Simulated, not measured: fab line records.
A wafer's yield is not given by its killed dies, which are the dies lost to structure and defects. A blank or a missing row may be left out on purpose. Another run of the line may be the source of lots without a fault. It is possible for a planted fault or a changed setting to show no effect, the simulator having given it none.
What tool caused it? -- flow nand harc -- 13 lots with 35 wafers sampled at 7 steps, on a route of 1159 steps

WHAT THE GAUGES SHOWED, per wafer
NHARC_P_CONTACT_CD_MEAS_12 targets a cd of 90 nm.
lot,measured,on,cd nm (nm)
L627,day 5 14:28,cd sem-03,89.1 88.8 89.5
L630,day 6 00:59,cd sem-02,89.0 89.6 89.2
L633,day 7 01:04,cd sem-02,89.5 89.5 90.1
L632,day 7 02:50,cd sem-01,90.2 91.3 91.0
L634,day 7 11:38,cd sem-02,89.7 89.6 89.4
L636,day 7 18:35,cd sem-01,89.7 89.3 90.6
L639,day 8 18:01,cd sem-01,89.3 90.9 89.6
L642,day 9 06:05,cd sem-02,90.2 90.2 90.8
L645,day 10 02:05,cd sem-02,80.3 79.9
L644,day 10 02:14,cd sem-03,81.0 81.1
L646,day 10 10:30,cd sem-01,89.5 88.7 89.4
L647,day 10 10:53,cd sem-02,88.3 88.7 89.1
L649,day 11 04:50,cd sem-01,89.0 88.9 89.4

NHARC_P_CONTACT_CD_MEAS_19.
lot,measured,on,cd nm (nm)
L627,day 5 15:31,cd sem-02,89.1 87.7 90.4
L630,day 6 02:27,cd sem-02,90.1 91.7 87.0
L633,day 7 02:08,cd sem-01,88.9 90.4 90.5
L632,day 7 03:53,cd sem-03,88.0 93.2 93.2
L634,day 7 12:50,cd sem-01,88.0 89.5 88.3
L636,day 7 19:53,cd sem-03,88.2 87.8 90.7
L639,day 8 19:07,cd sem-03,86.2 87.9 86.3
L642,day 9 07:09,cd sem-02,89.2 90.0 92.4
L645,day 10 06:54,cd sem-01,77.3 77.3
L644,day 10 05:06,cd sem-02,81.4 81.1
L646,day 10 11:35,cd sem-03,86.3 90.4 88.3
L647,day 10 11:56,cd sem-02,89.0 88.0 89.8
L649,day 11 08:41,cd sem-03,90.2 87.3 90.8

NHARC_END_SORT_01.
lot,measured,on,killed at array,killed at other,killed at periphery,killed dies,killed open,killed short
L630,day 20 04:47,prober-02,18 15 18,0 0 0,2 1 2,20 16 20,3 2 7,2 1 1
L632,day 21 17:43,prober-02,30 31 22,1 0 1,1 4 2,32 35 25,3 4 3,2 2 4
L634,day 21 12:30,prober-01,28 24 14,1 0 1,2 4 3,31 28 18,3 4 3,2 1 0
L642,day 22 18:27,prober-02,34 28 27,0 1 0,5 7 1,39 36 28,2 5 4,1 1 0
L645,day 25 14:18,prober-01,57,0,11,68,5,3
L644,day 25 06:42,prober-02,19,2,12,33,2,3

TOOL THAT RAN EACH LOT (tool first, then ch and the chambers of the sampled wafers, then the start)
lot,NHARC_P_GATE_STRIP_112,NHARC_P_GATE_RTA_80,NHARC_P_CONTACT_CMP_01,NHARC_P_CONTACT_PEB_10
L627,"plasma asher-02 ch 0,1, day 5 08:26","rtp anneal-02 ch 0, day 5 12:15","cmp-02 ch 0,2, day 5 13:40","litho track-01 ch 0, day 5 14:23"
L630,"plasma asher-01 ch 0,1, day 5 18:49","rtp anneal-01 ch 0, day 5 22:35","cmp-01 ch 0,1, day 6 00:09","litho track-04 ch 0, day 6 00:55"
L633,"plasma asher-01 ch 1, day 6 19:12","rtp anneal-02 ch 0, day 6 22:49","cmp-01 ch 0,1,2, day 7 00:16","litho track-06 ch 0, day 7 00:59"
L632,"plasma asher-01 ch 0,1, day 6 20:32","rtp anneal-02 ch 0, day 7 00:26","cmp-01 ch 0,2, day 7 02:02","litho track-06 ch 0, day 7 02:45"
L634,"plasma asher-02 ch 0,1, day 7 05:45","rtp anneal-02 ch 0, day 7 09:32","cmp-01 ch 2,3, day 7 10:56","litho track-06 ch 0, day 7 11:32"
L636,"plasma asher-02 ch 0,1, day 7 12:40","rtp anneal-02 ch 0, day 7 16:20","cmp-03 ch 0,1,3, day 7 17:46","litho track-06 ch 0, day 7 18:31"
L639,"plasma asher-01 ch 0,1, day 8 12:07","rtp anneal-02 ch 0, day 8 15:50","cmp-01 ch 0,3, day 8 17:20","litho track-06 ch 0, day 8 17:56"
L642,"plasma asher-01 ch 0,1, day 9 00:14","rtp anneal-02 ch 0, day 9 03:50","cmp-01 ch 0,2,3, day 9 05:16","litho track-06 ch 0, day 9 05:59"
L645,"plasma asher-01 ch 1, day 9 20:05","rtp anneal-01 ch 0, day 9 23:50","cmp-01 ch 1, day 10 01:15","litho track-06 ch 0, day 10 02:01"
L644,"plasma asher-01 ch 1, day 9 20:28","rtp anneal-02 ch 0, day 10 00:08","cmp-02 ch 0, day 10 01:34","litho track-06 ch 0, day 10 02:08"
L646,"plasma asher-01 ch 0,1, day 10 04:39","rtp anneal-02 ch 0, day 10 08:20","cmp-02 ch 0,1,2, day 10 09:49","litho track-01 ch 0, day 10 10:25"
L647,"plasma asher-02 ch 0,1, day 10 04:53","rtp anneal-02 ch 0, day 10 08:34","cmp-01 ch 0,2,3, day 10 10:01","litho track-01 ch 0, day 10 10:48"
L649,"plasma asher-02 ch 0,1, day 10 22:58","rtp anneal-01 ch 0, day 11 02:34","cmp-02 ch 0,3, day 11 04:01","litho track-01 ch 0, day 11 04:46"
- NHARC_P_GATE_STRIP_112: strips in N2/H2, time 200 s.
- NHARC_P_GATE_RTA_80: time 30 s.
- NHARC_P_CONTACT_CMP_01: polishes SiO2, target thk 200 nm.
- NHARC_P_CONTACT_PEB_10: peb time 65 s.

AS READ BY THE TOOLS THEMSELVES (means over the sampled wafers that have a number; for cases with no such wafer, the mark the record gives instead)
NHARC_P_GATE_STRIP_112.
lot,tool,drypump motor current A (A),heater power w (W)
L627,plasma asher-02,5.8,88
L630,plasma asher-01,5.9,91
L633,plasma asher-01,6.2,102
L632,plasma asher-01,5.9,92
L634,plasma asher-02,5.8,90
L636,plasma asher-02,5.9,84
L639,plasma asher-01,5.9,93
L642,plasma asher-01,5.6,86
L645,plasma asher-01,6.3,101
L644,plasma asher-01,6.3,101
L646,plasma asher-01,5.9,93
L647,plasma asher-02,5.8,87
L649,plasma asher-02,5.8,87

NHARC_P_GATE_RTA_80.
lot,tool,lamp power pct (%),wafer_temp_C_max
L627,rtp anneal-02,2.04,301.9
L630,rtp anneal-01,2.16,301.4
L633,rtp anneal-02,2.04,301.8
L632,rtp anneal-02,2.04,301.6
L634,rtp anneal-02,2.04,302.2
L636,rtp anneal-02,2.04,301.5
L639,rtp anneal-02,2.04,301.7
L642,rtp anneal-02,2.05,301.9
L645,rtp anneal-01,2.17,301.9
L644,rtp anneal-02,2.04,301.4
L646,rtp anneal-02,2.04,302.1
L647,rtp anneal-02,2.04,301.8
L649,rtp anneal-01,2.16,302.1

NHARC_P_CONTACT_CMP_01.
lot,tool,motor current A (A),retaining ring pressure frac
L627,cmp-02,11.1,1.001
L630,cmp-01,11.5,0.999
L633,cmp-01,11.2,1.000
L632,cmp-01,11.7,1.003
L634,cmp-01,11.7,1.001
L636,cmp-03,11.6,0.998
L639,cmp-01,11.9,0.997
L642,cmp-01,11.9,0.999
L645,cmp-01,11.2,1.005
L644,cmp-02,9.9,1.007
L646,cmp-02,11.7,0.999
L647,cmp-01,11.8,0.998
L649,cmp-02,10.8,1.002

NHARC_P_CONTACT_PEB_10.
lot,tool,heater power total W (W)
L627,litho track-01,156.5
L630,litho track-04,156.7
L633,litho track-06,157.0
L632,litho track-06,156.6
L634,litho track-06,156.4
L636,litho track-06,156.5
L639,litho track-06,156.9
L642,litho track-06,156.6
L645,litho track-06,179.8
L644,litho track-06,178.9
L646,litho track-01,156.9
L647,litho track-01,156.3
L649,litho track-01,156.3

THE ANSWER, worked out from the rows above alone
Rule: usual is defined by the lots themselves. Put in order of their means at a reading, lots are off if they are a third of the lots or fewer, leave a main group of 4 or more, and stand apart from it by a gap of 3 or more times the standard deviation of the main group's means; of several such gaps the widest counts. A main group whose means are all the same, to the digits that the tables above print for the reading, isn't used. Also off: a lot with no number at a reading for which 4 or more lots have one. Where the step has rows for the other lots, those lots are counted as sound. The gauges are gone through in route order, then the tools' own readings, and for those a lot's mean is taken as printed above. At the first step where some lot is off, the reading lying furthest off is the one used; lots without a number count as furthest.
Off: L645, L644, at NHARC_P_CONTACT_CD_MEAS_12 (cd nm). For the main group the mean is 89.6 nm and the standard deviation 0.6.
If a tool, at a process step before that reading, ran all the lots that are off and no sound lot after the first of them, it fits. Not tried: the gauges at NHARC_P_CONTACT_CD_MEAS_12; whatever is off there is also off at NHARC_END_SORT_01, on other tools, and gauge error can't account for it. One fits: NHARC_P_CONTACT_PEB_10 on litho track-06. Its last sound lot is L642 (day 9 05:59), its first lot that is off L645 (day 10 02:01): a fault that began between those two fits.
The tool's own readings at NHARC_P_CONTACT_PEB_10 bear it out: on the lots that are off they differ by more than 5 times the standard deviation of the sound lots' means. heater power total W reads 179.4 W there against 156.6 W on the sound lots.

WHAT THE SIMULATOR PUT IN
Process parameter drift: litho track-06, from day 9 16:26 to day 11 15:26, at NHARC_P_CONTACT_PEB_10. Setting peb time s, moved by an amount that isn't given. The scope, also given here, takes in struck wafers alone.
Lots struck among those shown: L645, L644. The rule given above showed the same thing.
